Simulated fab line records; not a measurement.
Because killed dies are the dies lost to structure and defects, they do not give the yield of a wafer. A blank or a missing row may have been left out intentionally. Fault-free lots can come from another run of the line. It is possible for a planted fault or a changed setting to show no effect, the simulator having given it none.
Matching of chambers / flow nand-harc / NHARC_P_M2_ETCH_35 on rie-diel-08 has 4 sister chambers
The step etches the open film in N2/H2, target depth 40 nm, overetch 12 nm, time 43.94 s. 18 wafers are shown with their chamber, then 9 later ones without.

## WAFERS, EACH WITH ITS CHAMBER
wafer=L077.1; chamber=3; showerhead-plenum-p-Torr (Torr)=1.95; rf-vpp-V (V)=428.9; oes-product-au (a.u.)=0.997
wafer=L077.4; chamber=2; showerhead-plenum-p-Torr (Torr)=2.18; rf-vpp-V (V)=433.9; oes-product-au (a.u.)=1.000
wafer=L077.5; chamber=2; showerhead-plenum-p-Torr (Torr)=2.18; rf-vpp-V (V)=434.4; oes-product-au (a.u.)=0.994
wafer=L078.1; chamber=0; showerhead-plenum-p-Torr (Torr)=1.98; rf-vpp-V (V)=427.5; oes-product-au (a.u.)=1.015
wafer=L078.3; chamber=1; showerhead-plenum-p-Torr (Torr)=2.00; rf-vpp-V (V)=428.9; oes-product-au (a.u.)=0.987
wafer=L078.4; chamber=2; showerhead-plenum-p-Torr (Torr)=2.18; rf-vpp-V (V)=435.2; oes-product-au (a.u.)=0.979
wafer=L081.2; chamber=2; showerhead-plenum-p-Torr (Torr)=2.18; rf-vpp-V (V)=435.2; oes-product-au (a.u.)=1.003
wafer=L081.4; chamber=0; showerhead-plenum-p-Torr (Torr)=1.98; rf-vpp-V (V)=429.1; oes-product-au (a.u.)=1.020
wafer=L081.6; chamber=3; showerhead-plenum-p-Torr (Torr)=1.95; rf-vpp-V (V)=429.2; oes-product-au (a.u.)=1.004
wafer=L082.1; chamber=3; showerhead-plenum-p-Torr (Torr)=1.95; rf-vpp-V (V)=427.3; oes-product-au (a.u.)=1.004
wafer=L082.2; chamber=0; showerhead-plenum-p-Torr (Torr)=1.98; rf-vpp-V (V)=427.7; oes-product-au (a.u.)=1.018
wafer=L082.6; chamber=2; showerhead-plenum-p-Torr (Torr)=2.18; rf-vpp-V (V)=434.6; oes-product-au (a.u.)=1.005
wafer=L083.3; chamber=3; showerhead-plenum-p-Torr (Torr)=1.95; rf-vpp-V (V)=429.4; oes-product-au (a.u.)=0.997
wafer=L083.4; chamber=1; showerhead-plenum-p-Torr (Torr)=2.00; rf-vpp-V (V)=430.6; oes-product-au (a.u.)=0.992
wafer=L083.5; chamber=0; showerhead-plenum-p-Torr (Torr)=1.98; rf-vpp-V (V)=430.2; oes-product-au (a.u.)=1.012
wafer=L089.3; chamber=3; showerhead-plenum-p-Torr (Torr)=1.95; rf-vpp-V (V)=427.4; oes-product-au (a.u.)=0.993
wafer=L089.5; chamber=1; showerhead-plenum-p-Torr (Torr)=2.00; rf-vpp-V (V)=429.7; oes-product-au (a.u.)=0.983
wafer=L089.6; chamber=0; showerhead-plenum-p-Torr (Torr)=1.97; rf-vpp-V (V)=428.9; oes-product-au (a.u.)=1.012

SIGNATURES (means of the wafers above)
reading=showerhead-plenum-p-Torr; chamber 0=1.9780; chamber 1=2.0000; chamber 2=2.1800; chamber 3=1.9500; scatter within a chamber=0.00239
reading=rf-vpp-V; chamber 0=428.680; chamber 1=429.733; chamber 2=434.660; chamber 3=428.440; scatter within a chamber=0.913
reading=oes-product-au; chamber 0=1.01540; chamber 1=0.98733; chamber 2=0.99620; chamber 3=0.99900; scatter within a chamber=0.00668
Rule: for a wafer and a chamber, the distance is found by dividing, reading by reading, the gap between the wafer's reading and the chamber's mean by the reading's scatter, squaring, summing and taking the root. If the next closest chamber is less than 2 further off than the closest, the wafer can't be placed; otherwise it belongs to the closest. The scatter: the root of (the sum of the squares of (reading less its chamber's mean) over the shown wafers, divided by (wafers less chambers)).

## WAFERS WHOSE CHAMBER IS MISSING
wafer=L090.1; showerhead-plenum-p-Torr (Torr)=1.95; rf-vpp-V (V)=428.0; oes-product-au (a.u.)=0.989
wafer=L090.4; showerhead-plenum-p-Torr (Torr)=2.00; rf-vpp-V (V)=430.0; oes-product-au (a.u.)=0.978
wafer=L090.5; showerhead-plenum-p-Torr (Torr)=1.95; rf-vpp-V (V)=427.3; oes-product-au (a.u.)=1.000
wafer=L097.1; showerhead-plenum-p-Torr (Torr)=1.95; rf-vpp-V (V)=428.4; oes-product-au (a.u.)=1.004
wafer=L097.2; showerhead-plenum-p-Torr (Torr)=2.17; rf-vpp-V (V)=435.6; oes-product-au (a.u.)=1.003
wafer=L097.6; showerhead-plenum-p-Torr (Torr)=2.17; rf-vpp-V (V)=435.2; oes-product-au (a.u.)=1.000
wafer=L095.1; showerhead-plenum-p-Torr (Torr)=2.00; rf-vpp-V (V)=428.5; oes-product-au (a.u.)=0.985
wafer=L095.3; showerhead-plenum-p-Torr (Torr)=2.17; rf-vpp-V (V)=434.1; oes-product-au (a.u.)=0.996
wafer=L095.5; showerhead-plenum-p-Torr (Torr)=1.95; rf-vpp-V (V)=429.1; oes-product-au (a.u.)=1.007

## WHICH CHAMBER EACH ONE RAN IN
wafer=L090.1; from the rows above=3; in truth=3
wafer=L090.4; from the rows above=1; in truth=1
wafer=L090.5; from the rows above=3; in truth=3
wafer=L097.1; from the rows above=3; in truth=3
wafer=L097.2; from the rows above=2; in truth=2
wafer=L097.6; from the rows above=2; in truth=2
wafer=L095.1; from the rows above=1; in truth=1
wafer=L095.3; from the rows above=2; in truth=2
wafer=L095.5; from the rows above=3; in truth=3
9 of 9 placed correctly. Number that these rows cannot place: 0. Wrongly placed: 0.
